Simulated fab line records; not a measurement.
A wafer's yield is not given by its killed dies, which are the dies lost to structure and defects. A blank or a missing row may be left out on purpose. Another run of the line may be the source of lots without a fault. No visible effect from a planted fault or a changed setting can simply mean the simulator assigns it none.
Chamber matching / flow n5 finfet / N5_ILD0_ALD_15 on ald sin-03 has 4 sister chambers
The step deposits SiNx, target thk 24 nm, pulse time 1 s, ald cycles 480. 4 wafers are shown with their chamber, then 7 later ones without.

## WAFERS PAIRED WITH THEIR CHAMBERS
wafer=L080.3; chamber=1; heater power w (W)=717
wafer=L084.3; chamber=3; heater power w (W)=676
wafer=L089.1; chamber=2; heater power w (W)=1000
wafer=L089.5; chamber=0; heater power w (W)=926

## WAFERS WITHOUT THEIR CHAMBER
wafer=L089.6; heater power w (W)=693
wafer=L090.3; heater power w (W)=691
wafer=L090.4; heater power w (W)=1024
wafer=L090.6; heater power w (W)=1039
wafer=L091.1; heater power w (W)=742
wafer=L091.5; heater power w (W)=948
wafer=L091.6; heater power w (W)=733

## WHICH CHAMBER EACH WENT THROUGH
wafer=L089.6; from the rows above=can't be placed: 3 or 1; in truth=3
wafer=L090.3; from the rows above=can't be placed: 3 or 1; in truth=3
wafer=L090.4; from the rows above=2; in truth=2
wafer=L090.6; from the rows above=2; in truth=2
wafer=L091.1; from the rows above=can't be placed: 1 or 3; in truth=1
wafer=L091.5; from the rows above=can't be placed: 0 or 2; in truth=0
wafer=L091.6; from the rows above=can't be placed: 1 or 3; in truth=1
Correctly placed: 2 of 7. Can't be placed from these rows: 5 (the true chamber is among the candidates in 5). Wrongly placed: 0.
How it was worked out, from the rows above alone: a wafer's distance from a chamber is the root of the sum, over the readings, of the square of ((its reading less the chamber's mean) divided by the reading's scatter). If the next closest chamber is less than 2 further off than the closest, the wafer can't be placed; otherwise it belongs to the closest. The mean given for a chamber averages the wafers shown for that chamber. The scatter (one wafer shown for each chamber): square how far every hidden wafer sits from the nearest shown wafer, average those squares and take the square root.
